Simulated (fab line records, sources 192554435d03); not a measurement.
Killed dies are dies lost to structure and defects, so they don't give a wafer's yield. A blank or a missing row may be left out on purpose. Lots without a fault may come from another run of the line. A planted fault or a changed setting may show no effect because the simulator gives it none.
Split-lot experiment | flow n5_finfet | 7 lots, 21 wafers read, on a route of 1938 steps

THE SPLIT
At N5_BEOL_M10_TRENCH_ETCH_37 (etches SiCOH lowk in C4F6/O2, target depth 148.83 nm, time 48 s), the setting bias_w was moved away from the recipe's 185 W on 5 of the 21 wafers read, by -10.9% to +7.6%. The other wafers ran this setting at the recipe's value.

The reading is taken at the split's own step.

THE READING
rf_vpp_V, in V, at N5_BEOL_M10_TRENCH_ETCH_37 (etches SiCOH lowk in C4F6/O2, target depth 148.83 nm, time 48 s). Fault-free wafers of this fab line usually give 666 V, standard deviation 13 V.

wafer  | tool, chamber at the split | bias_w as run, W | against the recipe | rf_vpp_V, V | against lot-mates on the recipe
L080.4 | rie_diel-03, 1             | 199              | +7.6%              | 700         | +33
L080.5 | rie_diel-03, 0             | 199              | +7.6%              | 713         | +46
L080.6 | rie_diel-03, 3             | 185              | recipe             | 667         | -
L084.2 | rie_diel-01, 2             | 185              | recipe             | 681         | -
L084.4 | rie_diel-01, 1             | 185              | recipe             | 683         | -
L084.5 | rie_diel-01, 1             | 185              | recipe             | 683         | -
L086.1 | rie_diel-05, 1             | 172.9            | -6.5%              | 617         | -44
L086.2 | rie_diel-05, 3             | 185              | recipe             | 640         | -
L086.3 | rie_diel-05, 2             | 185              | recipe             | 681         | -
L092.2 | rie_diel-01, 0             | 185              | recipe             | 675         | -
L092.4 | rie_diel-01, 1             | 185              | recipe             | 682         | -
L092.5 | rie_diel-01, 1             | 185              | recipe             | 684         | -
L093.3 | rie_diel-03, 2             | 185              | recipe             | 660         | -
L093.4 | rie_diel-03, 3             | 185              | recipe             | 677         | -
L093.6 | rie_diel-03, 3             | 185              | recipe             | 677         | -
L094.1 | rie_diel-03, 1             | 185              | recipe             | 658         | -
L094.5 | rie_diel-03, 0             | 185              | recipe             | 673         | -
L094.6 | rie_diel-03, 3             | 165.8            | -10.4%             | 621         | -44
L097.2 | rie_diel-05, 0             | 185              | recipe             | 654         | -
L097.4 | rie_diel-05, 3             | 185              | recipe             | 652         | -
L097.6 | rie_diel-05, 0             | 164.9            | -10.9%             | 596         | -57

THE FIT
A straight line over all 21 wafers: rf_vpp_V changes by +5.74 V for each +1% of bias_w; r = +0.88; the points scatter about the line by 13 V.
The same after taking each lot's own level away (the mean of its wafers on the recipe; 21 wafers): +5.12 V for each +1%; r = +0.93; scatter 8.8 V.
On that fit, the largest move of bias_w shifts the reading by 56 V.
The lots' own levels span 653.0 to 682.3 V, that is 2.3 times the standard deviation above.
So the lot-to-lot level changes the slope: the two fits differ.
Check: with one of the wafers moved furthest among these (-10.9%) left out of the fit, the line predicts -55.1 V for it against its lot-mates. It came out at -57 V against them.
Tool readings at the split's step, against how far the setting was moved: rf_vpp_V r = +0.88.

THE FILE'S OWN FIT
rf_vpp_V changes by +5.12 V for each +1% of bias_w, r = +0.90.
